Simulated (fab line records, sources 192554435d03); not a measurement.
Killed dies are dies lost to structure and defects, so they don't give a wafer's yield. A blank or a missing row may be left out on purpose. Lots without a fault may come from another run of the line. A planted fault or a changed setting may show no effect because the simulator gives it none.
Split-lot experiment | flow n5_finfet | 7 lots, 39 wafers read, on a route of 1938 steps

THE SPLIT
At N5_MOL_CONTACT_COAG_ETCH_110 (etches Si in CF4/O2, target depth 2.5 nm, time 8 s), the setting bias_w was moved away from the recipe's 12 W on 12 of the 39 wafers read, by -17.6% to +18.2%. The other wafers ran this setting at the recipe's value.

The reading is taken at the split's own step.

THE READING
rf_vpp_V, in V, at N5_MOL_CONTACT_COAG_ETCH_110 (etches Si in CF4/O2, target depth 2.5 nm, time 8 s). Fault-free wafers of this fab line usually give 128.2 V, standard deviation 1.7 V.

wafer  | tool, chamber at the split | bias_w as run, W | against the recipe | rf_vpp_V, V | against lot-mates on the recipe
L076.1 | rie_diel-02, 3             | 11.34            | -5.5%              | 123.0       | -6.4
L076.2 | rie_diel-02, 2             | 11.34            | -5.5%              | 126.0       | -3.4
L076.3 | rie_diel-02, 1             | 11.34            | -5.5%              | 121.1       | -8.3
L076.4 | rie_diel-02, 0             | 12               | recipe             | 128.8       | -
L076.5 | rie_diel-02, 2             | 12               | recipe             | 130.9       | -
L076.6 | rie_diel-02, 1             | 12               | recipe             | 128.5       | -
L079.3 | rie_diel-02, 3             | 12               | recipe             | 128.6       | -
L079.5 | rie_diel-02, 2             | 12               | recipe             | 131.2       | -
L079.6 | rie_diel-02, 1             | 12               | recipe             | 127.2       | -
L081.1 | rie_diel-02, 3             | 12               | recipe             | 126.7       | -
L081.2 | rie_diel-02, 0             | 11.04            | -8.0%              | 119.6       | -8.4
L081.3 | rie_diel-02, 2             | 11.04            | -8.0%              | 120.1       | -7.9
L081.4 | rie_diel-02, 1             | 12               | recipe             | 128.1       | -
L081.5 | rie_diel-02, 0             | 11.04            | -8.0%              | 120.9       | -7.1
L081.6 | rie_diel-02, 3             | 12               | recipe             | 129.1       | -
L085.1 | rie_diel-06, 1             | 9.885            | -17.6%             | 108.2       | -20.7
L085.2 | rie_diel-06, 0             | 9.885            | -17.6%             | 107.4       | -21.5
L085.3 | rie_diel-06, 3             | 12               | recipe             | 130.9       | -
L085.4 | rie_diel-06, 2             | 9.885            | -17.6%             | 108.7       | -20.2
L085.5 | rie_diel-06, 3             | 12               | recipe             | 129.2       | -
L085.6 | rie_diel-06, 0             | 12               | recipe             | 126.5       | -
L087.1 | rie_diel-06, 2             | 12               | recipe             | 127.3       | -
L087.2 | rie_diel-06, 0             | 12               | recipe             | 124.2       | -
L087.3 | rie_diel-06, 3             | 12               | recipe             | 131.0       | -
L087.4 | rie_diel-06, 0             | 12               | recipe             | 125.7       | -
L087.5 | rie_diel-06, 3             | 12               | recipe             | 130.8       | -
L087.6 | rie_diel-06, 2             | 12               | recipe             | 127.2       | -
L093.1 | rie_diel-06, 1             | 12               | recipe             | 129.7       | -
L093.2 | rie_diel-06, 3             | 12               | recipe             | 129.3       | -
L093.3 | rie_diel-06, 2             | 12               | recipe             | 127.3       | -
L093.4 | rie_diel-06, 3             | 12               | recipe             | 130.7       | -
L093.5 | rie_diel-06, 2             | 12               | recipe             | 129.0       | -
L093.6 | rie_diel-06, 1             | 12               | recipe             | 128.6       | -
L097.1 | rie_diel-06, 2             | 12               | recipe             | 126.3       | -
L097.2 | rie_diel-06, 1             | 12               | recipe             | 127.9       | -
L097.3 | rie_diel-06, 3             | 12               | recipe             | 129.1       | -
L097.4 | rie_diel-06, 0             | 14.19            | +18.2%             | 144.9       | +17.1
L097.5 | rie_diel-06, 2             | 14.19            | +18.2%             | 147.2       | +19.4
L097.6 | rie_diel-06, 3             | 14.19            | +18.2%             | 149.6       | +21.8

THE FIT
A straight line over all 39 wafers: rf_vpp_V changes by +1.08 V for each +1% of bias_w; r = +0.98; the points scatter about the line by 1.8 V.
The same after taking each lot's own level away (the mean of its wafers on the recipe; 39 wafers): +1.11 V for each +1%; r = +0.98; scatter 1.7 V.
On that fit, the largest move of bias_w shifts the reading by 20 V.
The lots' own levels span 127.70 to 129.40 V, that is 1.0 times the standard deviation above.
So the lot-to-lot level changes the slope little: the two slopes agree.
Check: with one of the wafers moved furthest among these (+18.2%) left out of the fit, the line predicts +20.8 V for it against its lot-mates. It came out at +17.1 V against them.
Tool readings at the split's step, against how far the setting was moved: rf_vpp_V r = +0.98.

OTHER SPLITS ON THESE WAFERS
These wafers also went through other splits before the reading. Each is held against what the fit with the lots' levels taken away leaves over:
other split on the same wafers    | wafers away from the commonest value | r with rf_vpp_V (lot level and that fit taken away)
N5_FIN_SAQP_SPACER1_ALD_24 temp_c | 18                                   | +0.12
N5_DUMMY_GATE_ETCH_37 source_w    | 18                                   | -0.14
N5_DUMMY_GATE_ETCH_32 time_s      | 18                                   | +0.14

THE FILE'S OWN FIT
rf_vpp_V changes by +1.11 V for each +1% of bias_w, r = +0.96.
